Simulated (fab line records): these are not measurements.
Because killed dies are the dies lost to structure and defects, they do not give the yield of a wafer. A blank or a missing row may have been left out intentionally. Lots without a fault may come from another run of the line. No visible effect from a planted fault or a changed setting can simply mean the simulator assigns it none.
Chamber matching    flow n5_finfet    N5_FIN_SAQP_MANDREL_ETCH_22 on rie_si-06: 4 sister chambers
The step etches a-Si in HBr/Cl2, stops on SiNx, target depth 60 nm, bt time 10 s, time 30 s. 8 wafers are shown with their chamber, then 9 later ones without.

## EACH WAFER AND ITS CHAMBER
wafer   chamber  drypump_motor_current_A (A)  throttle_valve_pct (%)
L084.6  3        5.8                          34.85
L085.3  3        5.8                          34.89
L085.4  0        5.3                          35.53
L086.3  2        5.0                          35.39
L086.4  0        5.3                          35.52
L087.4  1        5.3                          35.10
L087.5  2        5.0                          35.38
L087.6  1        5.4                          35.07

## WAFERS WITHOUT THEIR CHAMBER
wafer   drypump_motor_current_A (A)  throttle_valve_pct (%)
L090.1  5.3                          35.51
L090.4  5.0                          35.39
L090.6  5.8                          34.88
L092.4  5.8                          34.84
L092.5  5.0                          35.40
L092.6  5.8                          34.83
L093.3  5.4                          35.08
L093.4  5.8                          34.86
L093.5  5.8                          34.86

## THE CHAMBER EACH PASSED THROUGH
wafer   from the rows above  in truth
L090.1  0                    0
L090.4  2                    2
L090.6  3                    3
L092.4  3                    3
L092.5  2                    2
L092.6  3                    3
L093.3  1                    1
L093.4  3                    3
L093.5  3                    3
Correctly placed: 9 of 9. Number that these rows cannot place: 0. Wrongly placed: 0.
How it was worked out, from the rows above alone: a wafer's distance from a chamber is the root of the sum, over the readings, of the square of ((its reading less the chamber's mean) divided by the reading's scatter). If the next closest chamber is less than 2 further off than the closest, the wafer can't be placed; otherwise it belongs to the closest. A chamber's mean is the mean of its shown wafers. The scatter is the square root of a quotient: the sum, over the shown wafers, of each reading's squared deviation from its chamber's mean, divided by wafers minus chambers.
